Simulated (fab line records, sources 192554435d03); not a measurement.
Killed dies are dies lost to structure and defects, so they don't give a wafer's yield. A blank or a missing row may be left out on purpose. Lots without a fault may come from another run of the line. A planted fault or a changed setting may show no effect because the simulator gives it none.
fab line records | flow n5_finfet
record lots=15 wafers=42 last_day=20
route steps=1938 shown BEOL_M13@1670
lots that met no fault: from a run of the same line without faults
start_h: hours from the record's first day to the start of the lot's first wafer shown | wait_h: hours since the lot's step before | " the same as in the row above | L1.1+2: a row that stands for several wafers | - no value, or no start given | * or withheld: withheld | < > ~ a bound
route shown NAME@n: a module of which the file shows steps, and the number in the route of the first | usual: mean/standard deviation of fault-free wafers | same: alike in all rows | chamber/n: place in a boat | sites: the reading at each site | _std_site: their standard deviation | _edge_site: outer sites' mean less inner sites' | radius_mm: how far each site lies from the wafer's centre | mask NAME#n: copy n | behind: the tool/chamber that last shaped the wafer | hold: why the lot was held/for how many hours/how that ended | device: the transistor (n, p or np) that didn't switch | end of line: the same wafers' tests at the end of the route | a step without rows: its recipe alone | killed: dies lost to structure and defects at the first sort, not the wafer's yield | map: a wafer's dies, x killed, . not, _ none there
set.NAME: the setting as run; set.NAME@STEP: as run at that earlier step | model.NAME: the simulator's own value behind a step, which no gauge read
steps of the route over a sample of lots; a table a step, a row a wafer
services: from which hour (start_h, from the record's first day; less than 0 if before it) a tool's chamber was out of use, for how many hours, and why
## steps
# step N5_BEOL_M13_OVL_MEAS_11
# recipe points_per_wafer=44
# usual V12_OVL=2/4.9
# columns lot.wafer tool chamber start_h wait_h V12_OVL[nm]
L516.4 overlay-02 0 294.97 0.0 5
L516.5 " 0 " " 5
L519.1 overlay-01 0 308.62 0.0 1
L519.4 " 0 " " 0
L519.6 " 0 " " -1
L523.2 overlay-02 0 316.81 0.0 -1
L523.5 " 0 " " 2
L523.6 " 0 " " 7
L522.2 overlay-02 0 321.11 0.0 -6
L522.4 " 0 " " -7
L522.5 " 0 " " -7
L520.1 overlay-01 0 328.28 0.0 -2
L520.3 " 0 " " 6
L520.6 " 0 " " 9
L528.1 overlay-01 0 357.65 0.0 -1
L528.2 " 0 " " 8
L528.6 " 0 " " 6
L527.1 overlay-01 0 364.19 0.0 2
L527.2 " 0 " " 5
L527.4 " 0 " " -4
L529.2 overlay-01 0 370.96 0.0 2
L529.6 " 0 " " 8
L526.2 overlay-02 0 373.37 0.0 6
L526.4 " 0 " " 8
L526.6 " 0 " " 0
L533.3 overlay-02 0 396.91 0.0 7
L533.6 " 0 " " 4
L534.4 overlay-01 0 418.03 0.0 -7
L534.5 " 0 " " 1
L534.6 " 0 " " -3
L530.1 overlay-01 0 423.80 0.0 7
L530.3 " 0 " " -2
L530.5 " 0 " " 9
L536.2 overlay-01 0 425.35 0.0 6
L536.3 " 0 " " 1
L536.4 " 0 " " 0
L537.1 overlay-02 0 428.18 0.0 10
L537.4 " 0 " " 0
L537.6 " 0 " " 8
L535.2 overlay-01 0 449.52 0.0 1
L535.4 " 0 " " 2
L535.5 " 0 " " 8
# step N5_BEOL_M13_VIA_ETCH_16
# recipe chemistry=C4F8/O2/Ar target=SiOC pressure_mtorr=30 source_w=3000 bias_w=700 Ar_flow_sccm=400 C4F8_flow_sccm=15 O2_flow_sccm=8 he_inner_torr=15 he_outer_torr=30 target_depth_a=9217 time_s=withheld ion_energy_ev=250 ends=cleared
# usual drypump_motor_current_A=5.59/0.21 he_outer_torr=30.01/0.061 oes_product_au=0.70/0.065 rf_vpp_V=664/3.5 showerhead_plenum_p_Torr=3.37/0.13 throttle_valve_pct=24.18/0.19
# columns lot.wafer tool chamber start_h wait_h drypump_motor_current_A he_outer_torr oes_product_au rf_vpp_V showerhead_plenum_p_Torr throttle_valve_pct
L516.4 rie_diel-02 0 295.21 0.0 5.54 29.92 0.71 662 3.29 24.04
L516.5 " 3 " " 5.67 29.95 0.65 663 3.22 24.22
L519.1 rie_diel-02 3 308.77 0.0 5.67 30.01 0.64 662 3.21 24.21
L519.4 " 1 " " 5.46 29.98 0.73 670 3.58 24.00
L519.6 " 1 " " 5.41 30.03 0.72 670 3.58 24.01
L523.2 rie_diel-06 3 317.01 0.0 5.80 29.95 0.61 664 3.38 24.45
L523.5 " 2 " " 5.86 29.94 0.69 658 3.16 24.19
L523.6 " 1 " " 5.38 30.05 0.73 666 3.48 24.47
L522.2 rie_diel-06 3 321.25 0.0 5.79 29.98 0.61 665 3.38 24.43
L522.4 " 1 " " 5.39 29.99 0.73 667 3.48 24.47
L522.5 " 1 " " 5.41 29.92 0.72 665 3.48 24.47
L520.1 rie_diel-02 2 328.50 0.0 5.55 30.07 0.64 665 3.39 24.30
L520.3 " 3 " " 5.65 30.05 0.63 661 3.21 24.22
L520.6 " 0 " " 5.53 30.11 0.70 664 3.29 24.07
L528.1 rie_diel-02 1 357.79 0.0 5.44 30.04 0.72 671 3.57 24.02
L528.2 " 0 " " 5.54 29.99 0.69 662 3.28 24.07
L528.6 " 0 " " 5.55 29.98 0.70 662 3.28 24.08
L527.1 rie_diel-02 0 364.34 0.0 5.53 30.05 0.69 661 3.28 24.09
L527.2 " 1 " " 5.45 29.92 0.72 670 3.57 24.04
L527.4 " 1 " " 5.46 29.89 0.71 669 3.57 24.03
L529.2 rie_diel-06 1 371.10 0.0 5.40 29.93 0.70 666 3.47 24.49
L529.6 " 0 " " 5.50 30.04 0.76 663 3.32 23.91
L526.2 rie_diel-02 2 373.51 0.0 5.53 30.06 0.63 664 3.38 24.30
L526.4 " 1 " " 5.43 29.98 0.70 670 3.57 24.05
L526.6 " 2 " " 5.54 30.04 0.63 665 3.38 24.31
L533.3 rie_diel-06 1 397.05 0.0 5.40 30.14 0.70 667 3.47 24.51
L533.6 " 0 " " 5.52 29.93 0.75 664 3.32 23.92
L534.4 rie_diel-06 2 418.18 0.0 5.87 29.89 0.67 657 3.15 24.21
L534.5 " 3 " " 5.79 30.09 0.85 664 3.37 24.15
L534.6 " 0 " " 5.54 30.12 0.74 662 3.31 23.94
L530.1 rie_diel-06 2 423.95 0.0 5.87 30.03 0.67 659 3.15 24.22
L530.3 " 1 " " 5.38 30.02 0.69 667 3.46 24.52
L530.5 " 2 " " 5.87 30.05 0.67 659 3.15 24.21
L536.2 rie_diel-06 3 425.49 0.0 5.79 30.05 0.85 663 3.36 24.16
L536.3 " 0 " " 5.52 30.04 0.75 663 3.31 23.94
L536.4 " 1 " " 5.38 29.90 0.69 666 3.46 24.53
L537.1 rie_diel-03 0 428.32 0.0 6.00 30.01 0.71 667 3.43 24.17
L537.4 " 3 " " 4.93 30.05 0.64 668 3.50 24.59
L537.6 " 2 " " 5.40 30.05 0.78 667 3.48 23.95
L535.2 rie_diel-03 0 449.67 0.0 6.03 29.92 0.71 667 3.43 24.17
L535.4 " 0 " " 6.02 29.96 0.71 667 3.43 24.17
L535.5 " 2 " " 5.39 30.09 0.78 668 3.48 23.97
# step N5_BEOL_M13_PEB_26
# recipe peb_temp_c=130 peb_time_s=90
# usual chill_plate_temp_C=22.99/0.1 exhaust_pa=45.1/0.9
# columns lot.wafer tool chamber start_h wait_h chill_plate_temp_C exhaust_pa
L516.4 litho_track-02 0 296.00 0.0 23.06 45.0
L516.5 " 0 " " 22.98 44.9
L519.1 litho_track-01 0 309.43 0.1 23.01 45.0
L519.4 " 0 " " 23.00 45.2
L519.6 " 0 " " 22.82 44.6
L523.2 litho_track-01 - 317.66 0.0 - -
L523.5 " - " " - -
L523.6 " - " " - -
L522.2 litho_track-01 - 321.91 0.0 - -
L522.4 " - " " - -
L522.5 " - " " - -
L520.1 litho_track-02 - 329.33 0.1 - -
L520.3 " - " " - -
L520.6 " - " " - -
L528.1 litho_track-03 0 358.45 0.1 23.05 45.0
L528.2 " 0 " " 22.82 44.7
L528.6 " 0 " " 22.96 43.2
L527.1 litho_track-02 0 365.12 0.1 23.02 43.8
L527.2 " 0 " " 23.04 44.3
L527.4 " 0 " " 23.18 45.1
L529.2 litho_track-02 0 371.90 0.0 22.94 45.7
L529.6 " 0 " " 23.07 45.3
L526.2 litho_track-01 0 374.17 0.0 22.81 48.2
L526.4 " 0 " " 22.85 47.2
L526.6 " 0 " " 22.83 45.9
L533.3 litho_track-02 0 397.71 0.0 22.94 45.0
L533.6 " 0 " " 22.86 44.8
L534.4 litho_track-01 0 418.83 0.0 22.90 45.0
L534.5 " 0 " " 22.98 45.3
L534.6 " 0 " " 23.04 44.9
L530.1 litho_track-01 0 424.73 0.1 23.14 45.8
L530.3 " 0 " " 23.02 46.9
L530.5 " 0 " " 23.12 46.0
L536.2 litho_track-03 0 426.15 0.0 22.82 44.8
L536.3 " 0 " " 22.94 45.2
L536.4 " 0 " " 22.89 44.3
L537.1 litho_track-02 0 428.99 0.1 22.92 44.0
L537.4 " 0 " " 22.96 43.4
L537.6 " 0 " " 22.82 44.1
L535.2 litho_track-02 0 450.34 0.0 23.02 45.2
L535.4 " 0 " " 23.08 45.3
L535.5 " 0 " " 22.93 44.0
# step N5_BEOL_M13_DESCUM_33
# recipe chemistry=O2 time_s=7.9 source_power_w=50 bias_power_w=20 pressure_mtorr=20 rf_frequency_hz=2.712e+07 temp_c=40 o2_flow_sccm=225
# usual drypump_motor_current_A=5.6/0.35 oes_product_au=0.79/0.069 rf_vpp_V=243.0/1.5 showerhead_plenum_p_Torr=2.08/0.076 throttle_valve_pct=20.45/0.18
# same time_s=7.9
# columns lot.wafer tool chamber start_h wait_h drypump_motor_current_A oes_product_au rf_hours_counter_h rf_vpp_V showerhead_plenum_p_Torr throttle_valve_pct
L516.4 rie_diel-02 0 296.25 0.1 5.5 0.78 133 241.4 2.01 20.32
L516.5 " 1 " " 5.4 0.82 - 245.0 2.19 20.21
L519.1 rie_diel-06 2 309.63 0.0 5.8 0.76 139 241.7 1.95 20.65
L519.4 " 3 " " 5.8 0.67 231 241.5 2.04 20.45
L519.6 " 1 " " 5.3 0.81 - 245.1 2.10 20.43
L523.2 rie_diel-03 1 317.87 0.0 6.5 0.74 195 242.9 2.11 20.73
L523.5 " 3 " " 4.9 0.72 - 245.5 2.15 20.79
L523.6 " 2 " " 5.4 0.93 - 244.9 2.17 20.31
L522.2 rie_diel-03 2 322.11 0.0 5.4 0.92 6 244.7 2.17 20.33
L522.4 " 3 " " 4.9 0.71 213 244.5 2.15 20.79
L522.5 " 2 " " 5.4 0.92 - 244.4 2.17 20.32
L520.1 rie_diel-06 0 329.53 0.0 5.5 0.85 60 242.3 2.07 20.37
L520.3 " 3 " " 5.8 0.67 238 241.8 2.03 20.47
L520.6 " 0 " " 5.5 0.85 - 240.5 2.07 20.36
L528.1 rie_diel-03 1 358.94 0.3 6.4 0.73 206 241.9 2.11 20.73
L528.2 " 2 " " 5.4 0.88 15 243.3 2.17 20.32
L528.6 " 1 " " 6.4 0.74 - 243.8 2.11 20.74
L527.1 rie_diel-02 1 365.32 0.0 5.4 0.80 121 244.3 2.18 20.23
L527.2 " 2 " " 5.5 0.70 238 243.2 2.07 20.57
L527.4 " 2 " " 5.5 0.69 - 242.7 2.07 20.58
L529.2 rie_diel-06 2 372.22 0.2 5.8 0.76 147 241.2 1.95 20.66
L529.6 " 2 " " 5.8 0.76 - 241.5 1.95 20.65
L526.2 rie_diel-06 2 374.37 0.0 5.9 0.77 148 242.6 1.95 20.65
L526.4 " 2 " " 5.9 0.76 - 241.6 1.95 20.66
L526.6 " 0 " " 5.5 0.83 - 241.3 2.06 20.40
L533.3 rie_diel-06 1 397.91 0.0 5.4 0.78 134 241.8 2.09 20.50
L533.6 " 2 " " 5.8 0.74 - 239.5 1.94 20.67
L534.4 rie_diel-06 1 419.03 0.0 5.4 0.78 140 242.6 2.09 20.50
L534.5 " 0 " " 5.5 0.82 - 240.7 2.06 20.43
L534.6 " 3 " " 5.8 0.93 - 243.7 2.03 20.14
L530.1 rie_diel-02 1 424.93 0.0 5.4 0.77 140 244.9 2.18 20.26
L530.3 " 3 " " 5.7 0.90 17 244.4 2.20 20.12
L530.5 " 3 " " 5.7 0.91 - 244.6 2.20 20.10
L536.2 rie_diel-03 3 426.36 0.0 4.9 0.70 235 243.6 2.15 20.82
L536.3 " 0 " " 6.0 0.79 99 244.6 2.11 20.47
L536.4 " 2 " " 5.4 0.85 28 243.2 2.17 20.36
L537.1 rie_diel-03 2 429.19 0.0 5.4 0.87 29 242.4 2.17 20.34
L537.4 " 0 " " 6.0 0.80 100 243.0 2.11 20.47
L537.6 " 1 " " 6.4 0.73 - 242.8 2.10 20.78
L535.2 rie_diel-02 2 450.55 0.0 5.5 1.00 4 243.6 2.07 20.39
L535.4 " 0 " " 5.5 0.74 181 242.0 2.00 20.40
L535.5 " 0 " " 5.5 0.74 - 241.0 2.00 20.39
## services
# columns tool chamber start_h hours kind
rie_diel-03 2 285.40 - clean
rie_diel-03 2 285.40 - consumable_replace:focus_ring
rie_diel-03 2 285.40 16.3 scheduled_down
rie_diel-03 2 285.40 16.3 vent_cycle
litho_track-03 - 308.09 - consumable_replace:filter
rie_diel-06 2 331.76 38.5 repair
rie_diel-02 3 351.50 - clean
rie_diel-02 3 351.50 - consumable_replace:focus_ring
rie_diel-02 3 351.50 - consumable_replace:showerhead
rie_diel-02 3 351.50 17.3 scheduled_down
rie_diel-02 3 351.50 17.3 vent_cycle
rie_diel-06 3 370.23 - clean
rie_diel-06 3 370.23 - consumable_replace:focus_ring
rie_diel-06 3 370.23 16.8 scheduled_down
rie_diel-06 3 370.23 16.8 vent_cycle
rie_diel-03 - 377.95 28.1 pm
rie_diel-02 - 383.26 0.5 repair
rie_diel-02 2 402.09 - clean
rie_diel-02 2 402.09 - consumable_replace:focus_ring
rie_diel-02 2 402.09 24.7 scheduled_down
rie_diel-02 2 402.09 24.7 vent_cycle
rie_diel-03 1 436.31 21.0 repair
rie_diel-06 - 440.85 5.4 repair
## key
first_sign step=N5_BEOL_M13_PEB_26 reading=tool_record direction=missing
effect none on later readings
met_at N5_BEOL_M13_PEB_26
struck_lots L520,L522,L523
later_rows_left_out L520.1,L520.3,L520.6,L522.2,L522.4,L522.5,L523.2,L523.5,L523.6
sort_left_out L520.1,L520.3,L520.6,L522.2,L522.4,L522.5,L523.2,L523.5,L523.6
not_acting_at N5_BEOL_M13_OVL_MEAS_11,N5_BEOL_M13_VIA_ETCH_16,N5_BEOL_M13_DESCUM_33
onset_between 309.43 317.66
fault kind=skipped_step_whole tool=litho_track-01,litho_track-02 chamber=- onset_h=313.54 steps=N5_BEOL_M13_PEB_26 scope=struck_lots_only
# sort_left_out: the simulated sort isn't trusted on such a fault, so these wafers' sort isn't shown, and their yield isn't known
# later_rows_left_out: the simulator's readings of these wafers behind a module that went badly wrong aren't trusted and aren't shown, but for the sort
